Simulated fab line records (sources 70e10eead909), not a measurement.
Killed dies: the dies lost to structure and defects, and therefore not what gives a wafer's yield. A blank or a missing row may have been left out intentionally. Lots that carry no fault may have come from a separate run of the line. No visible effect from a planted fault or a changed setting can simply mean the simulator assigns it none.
Problem report in the 8D (eight disciplines) form, filled by code / flow nand_harc / the parts of the form that need people (team, actions taken, sign-off) are left out

## 1. THE PROBLEM
Wafers without a fault read 55, standard deviation 19; killed_at_array at NHARC_END_SORT_01 reads a mean of 670 on 2 wafers belonging to 2 lots. That puts it +32 standard deviations away from the usual mean.
First observed at day 26 20:35: wafer L366.4, on prober-02. At this step, 15 wafers from 5 lots have a number in the record. Rule for "out", or "out of limits": more than 4 standard deviations from the usual mean. The other wafers with a number count as sound.

## 2. WHAT IT IS, WHAT IT ISN'T
question=which readings at this step | is=killed_at_array, killed_dies | is not=killed_at_other, killed_at_periphery, killed_open, killed_short
question=which lots | is=L366, L367 | is not=L361, L380, L383
question=which wafers of those lots | is=L366.4, L367.4 | is not=L366.5, L366.6, L367.1, L367.6
question=read on which gauges | is=prober-01, prober-02 | is not=-
question=when | is=from day 26 20:35 | is not=up to then (3 sound wafers); but 10 sound wafers of L366, L367, L380, L383 came after

## 3. WHAT RULES OUT EACH SUSPECT
Counting: a tool at a process step up to the reading stays a suspect if it ran every lot that is out. Sound lots after the first of them don't rule it out here, since some wafers of a struck lot are sound.
- the gauge at NHARC_END_SORT_01: ruled out. 2 gauges (prober-01, prober-02) read the wafers that are out.
- ald_hk-02 at NHARC_A_STAIRCASE_ALD_415 (deposits SiO2, target thk 30 nm, pulse time 6 s, ald cycles 300): kept. It ran every lot that is out, first L367 (day 19 10:28).
- In ald_hk-02 at NHARC_A_STAIRCASE_ALD_415, the wafers that are out were processed in chamber 0 and their sound lot-mates in chambers 1, 2.
Left after counting: ald_hk-02 at NHARC_A_STAIRCASE_ALD_415.

## 4. THE CAUSE (what the simulator had put in)
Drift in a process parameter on ald_hk-02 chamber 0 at NHARC_A_STAIRCASE_ALD_415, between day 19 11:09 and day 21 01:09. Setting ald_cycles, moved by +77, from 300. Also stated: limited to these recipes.
The count eliminated every tool but this one.

## 5. THE EFFECT CHAIN, in route order
One row per reading whose mean, taken over the struck wafers that have a number, lies over 3 standard deviations from the usual. Scope: only readings with a usual standard deviation given in the record; hours: median across lots of the time from each lot's start at the first step in this table that gives one to its start at this step; sigmas: change in usual standard deviations.
hours=0; step=NHARC_END_SORT_01; reading=killed_at_array; usual=55; on struck wafers=670; change=+616; sigmas=+32
hours=0; step=NHARC_END_SORT_01; reading=killed_dies; usual=60; on struck wafers=676; change=+616; sigmas=+31

## 6. HOW IT WOULD HAVE BEEN CAUGHT EARLIER
Counted from the fault's start at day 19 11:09, it took 177 hours until the first out-of-limits reading at a measuring or inspecting step in this record, taken at day 26 20:35.
No tool reading at NHARC_A_STAIRCASE_ALD_415 that has a usual standard deviation in the record was out on any struck wafer, so an alarm limit of 4 standard deviations on those readings would not have fired.
By day 26 20:35 the whole set of lots that are out, 2 in number, had already begun NHARC_A_STAIRCASE_ALD_415 on ald_hk-02. Holding the tool at that point would not have protected any of them.
